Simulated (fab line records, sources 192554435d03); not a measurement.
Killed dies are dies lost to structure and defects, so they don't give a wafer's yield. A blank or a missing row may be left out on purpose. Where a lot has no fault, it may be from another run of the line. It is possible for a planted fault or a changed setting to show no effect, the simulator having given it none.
Split-lot experiment | flow n5 finfet | 21 wafers read from 7 lots, route of 1938 steps

== ON THE SPLIT ==
At N5_PASSIVATION_PASS_ETCH_47 (etches SiNx in CF4/O2, target depth 770 nm, time 385 s), the setting source w was moved away from the recipe's 535 W on 9 of the 21 wafers read, by -7.4% to +17.5%. For the rest of the wafers, this setting stayed at what the recipe calls for.

The reading comes from the split's own step.

== THE READING ==
etch.depth nm (the simulator's own value, which no gauge read), in nm, at N5_PASSIVATION_PASS_ETCH_47 (etches SiNx in CF4/O2, target depth 770 nm, time 385 s). No usual value for it is given in the file. Across the 12 wafers here that went through the recipe, the average is 770.9 nm and the standard deviation 11 nm.

wafer  | tool, chamber at the split | source w as run, W | against the recipe | etch.depth nm, nm | against lot-mates on the recipe
L074.3 | rie diel-05, 1             | 535                | recipe             | 769.3             | -
L074.5 | rie diel-05, 2             | 535                | recipe             | 792.3             | -
L074.6 | rie diel-05, 1             | 535                | recipe             | 775.7             | -
L076.1 | rie diel-06, 2             | 586.5              | +9.6%              | 833.5             | +64.9
L076.3 | rie diel-06, 0             | 535                | recipe             | 769.9             | -
L076.5 | rie diel-06, 2             | 535                | recipe             | 767.3             | -
L080.1 | rie diel-05, 2             | 568.8              | +6.3%              | 827.4             | +54.9
L080.3 | rie diel-05, 1             | 535                | recipe             | 765.6             | -
L080.4 | rie diel-05, 2             | 535                | recipe             | 779.5             | -
L083.1 | rie diel-01, 0             | 535                | recipe             | 765               | -
L083.4 | rie diel-01, 1             | 592.9              | +10.8%             | 829               | +64.0
L083.5 | rie diel-01, 3             | 592.9              | +10.8%             | 832.8             | +67.8
L087.1 | rie diel-06, 0             | 535                | recipe             | 760.8             | -
L087.5 | rie diel-06, 3             | 535                | recipe             | 749.4             | -
L087.6 | rie diel-06, 2             | 510.8              | -4.5%              | 737.7             | -17.4
L090.1 | rie diel-01, 1             | 628.8              | +17.5%             | 865.2             | +82.2
L090.5 | rie diel-01, 3             | 628.8              | +17.5%             | 873.4             | +90.4
L090.6 | rie diel-01, 2             | 535                | recipe             | 783               | -
L093.2 | rie diel-06, 0             | 535                | recipe             | 772.8             | -
L093.4 | rie diel-06, 3             | 495.6              | -7.4%              | 707.4             | -65.4
L093.6 | rie diel-06, 1             | 495.6              | -7.4%              | 716.5             | -56.3

THE FIT
A straight line over all 21 wafers: etch.depth nm changes by +6.16 nm for each +1% of source w; r = +0.97; the points scatter about the line by 11 nm.
The same after taking each lot's own level away (the mean of its wafers on the recipe; 21 wafers): +5.82 nm for each +1%; r = +0.97; scatter 11 nm.
Per that fit: largest source w move, reading shift of 1e+02 nm.
From 755.10 to 783.00 nm: that is the span of the lots' own levels, equal to 2.6 times the standard deviation above.
Consequently the slope shifts little with the lot-to-lot level, the two slopes agreeing.
Check: +108 nm against its lot-mates is what the line predicts for one of the wafers moved furthest among these (+17.5%) when that wafer is left out of the fit. It came out at +82.2 nm against them.

== THE OTHER SPLITS THESE WAFERS WENT THROUGH ==
Before the reading, these wafers also passed through other splits. Each is held against what the fit with the lots' levels taken away leaves over:
other split on the same wafers | wafers away from the commonest value | r with etch.depth nm (lot level and that fit taken away)
N5_BEOL_M9_STRIP_19 power w    | 9                                    | -0.01
N5_BEOL_M11_PECVD_70 time s    | 7                                    | -0.27
N5_BEOL_M11_EXPOSE_08 dose mj  | 6                                    | -0.24
N5_BEOL_M11_EXPOSE_25 dose mj  | 5                                    | -0.28
N5_BEOL_M11_ETCH_66 time s     | 8                                    | +0.12
N5_BEOL_M13_COAT_65 spin rpm   | 8                                    | +0.50
N5_BEOL_M15_EXPOSE_07 dose mj  | 11                                   | +0.17

== THE FILE'S OWN FIT ==
etch.depth nm changes by +5.89 nm for each +1% of source w, r = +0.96.
